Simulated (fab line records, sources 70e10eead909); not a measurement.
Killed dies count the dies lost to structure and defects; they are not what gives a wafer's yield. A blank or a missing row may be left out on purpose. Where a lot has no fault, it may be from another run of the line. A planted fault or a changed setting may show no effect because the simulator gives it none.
A lot that was struck, set against a sound lot    flow nandHarc    15 out of 1302 route steps
Sound: these wafers, L895.1, L895.5, L895.6. Struck: wafers L902.1, L902.3, L902.6. The cause comes at the end.
At each step with rows: each side's tool, then ch and its chambers, then its first start. Under that, the readings that differ: sound wafers    struck wafers    difference of the means    sigmas: that difference in standard deviations of wafers without a fault.
alike: readings with means less than 2 such deviations apart, plus words and numbers identical on both sides. not compared: withheld readings, readings lacking a value on some wafer, bounds such as >300 that could conceal the same value, and numbers that have no deviation in the record and whose values overlap.
A row with sigmas, a row that says differs or no value, or rows on one side alone: a step with any of these is where the two part. Numbers that don't overlap but have no deviation are shown without sigmas and don't part them. A reading missing from all wafers of one side parts the sides only when that side holds two or more wafers.

first, 1 step without rows for these wafers: NHARC_A_CONTACT_DEVELOP_07 (develop time 35 s).
NHARC_A_CONTACT_CD_MEAS_08 targets a cd of 200 nm.
  sound on cdSem-01 ch 0, day 24 02:04; struck on cdSem-02 ch 0, day 26 16:41
  alike: cdNm
NHARC_A_CONTACT_OVL_MEAS_09:
  struck on overlay-02, day 26 16:46; sound on overlay-01, day 24 02:10
  alike: overlayXNm, overlayYNm
NHARC_A_CONTACT_INSPECT_10:
  struck on defectInspect-02, day 26 16:49; sound on defectInspect-02, day 24 02:12
reading         sound        struck    difference  sigmas
rawDefectCount  149 147 150  26 31 25  -121        -2
then, 1 step without rows for these wafers: NHARC_A_CONTACT_DESCUM_13 (chemistry O2, time 3 s).
NHARC_A_CONTACT_ETCH_88: etches the open film in CF4, target depth 39 nm, time 65 s.
  sound on rieDiel-03 ch 0,3, day 24 02:21; struck on rieDiel-02 ch 0,3, day 26 16:58
reading              sound              struck             difference  sigmas
oesProductAu (a.u.)  1.024 0.992 1.012  0.969 0.980 0.996  -0.028      -2
  alike: biasW, cf4FlowSccm, drypumpMotorCurrentA, rfVppV, showerheadPlenumPTorr, throttleValvePct
  not compared: rfHoursCounterH
then, 1 step without rows for these wafers: NHARC_A_CONTACT_ETCH_89 (etches the open film in N2/H2, target depth 260 nm, time 475.3 s).
NHARC_A_CONTACT_ETCH_30: etches the open film in CF4/CHF3, target depth 72.6 nm, time 36.3 s.
  sound: rieDiel-03 ch 1,2; struck: rieDiel-02 ch 0,1
  alike: biasW, cf4FlowSccm, chf3FlowSccm, drypumpMotorCurrentA, oesProductAu, rfVppV, showerheadPlenumPTorr, throttleValvePct
  not compared: rfHoursCounterH
then, 1 step without rows for these wafers: NHARC_A_CONTACT_ETCH_31 (etches the open film in O2/COS, target depth 2800 nm, time 728 s).
NHARC_A_CONTACT_ETCH_134: etches the open film in C4F8/O2/Ar, time 140 s, target depth 700 nm.
  sound on harCapEtch-03 ch 0,1, day 24 03:25; struck on harCapEtch-02 ch 0,1, day 26 18:07
  alike: chamberPressureMTorr, oesAirLineAu
  not compared: rfHoursCounterH
NHARC_A_CONTACT_ETCH_135: etches the open film in C4F8/O2/Ar, time 311 s, target depth 1912 nm.
  sound on harCapEtch-03 ch 0,1, day 24 03:38; struck on harCapEtch-02 ch 0,1, day 26 18:19
  alike: chamberPressureMTorr, oesAirLineAu
  not compared: rfHoursCounterH
then, 1 step without rows for these wafers: NHARC_A_CONTACT_ETCH_136 (etches the open film in C4F8/O2/Ar, time 311 s, target depth 1912 nm).
NHARC_A_CONTACT_ETCH_137: etches the open film in C4F8/O2/Ar, time 311 s, target depth 1912 nm.
  sound on harCapEtch-03 ch 0,1, day 24 04:10; struck on harCapEtch-02 ch 0,1, day 26 18:51
  no value came back on the struck wafers for chamberPressureMTorr (mTorr), oesAirLineAu (a.u.); on the sound wafers chamberPressureMTorr (mTorr) reads 20.004 19.992 19.990
  not compared: rfHoursCounterH
NHARC_A_CONTACT_ETCH_138: etches the open film in C4F8/O2/Ar, time 311 s, target depth 1914 nm.
  sound on harCapEtch-03 ch 0,1, day 24 04:27; struck on harCapEtch-02 ch 0,1, day 26 19:07
  alike: chamberPressureMTorr, oesAirLineAu
  not compared: rfHoursCounterH
-- the record jumps here: 2 days lie between the struck wafers' starts before and after (it left off in module A_CONTACT and takes up again in module END, whose first step shown is number 1302 of the route) --
NHARC_END_SORT_01:
  at this point the record logs the struck wafers (prober-02 ch 0, day 28 21:35) and has no rows for the sound ones

## WHERE THEY PART
Last at NHARC_END_SORT_01 as far as this record goes, first at NHARC_A_CONTACT_INSPECT_10.

WHY: whatever the simulator had introduced
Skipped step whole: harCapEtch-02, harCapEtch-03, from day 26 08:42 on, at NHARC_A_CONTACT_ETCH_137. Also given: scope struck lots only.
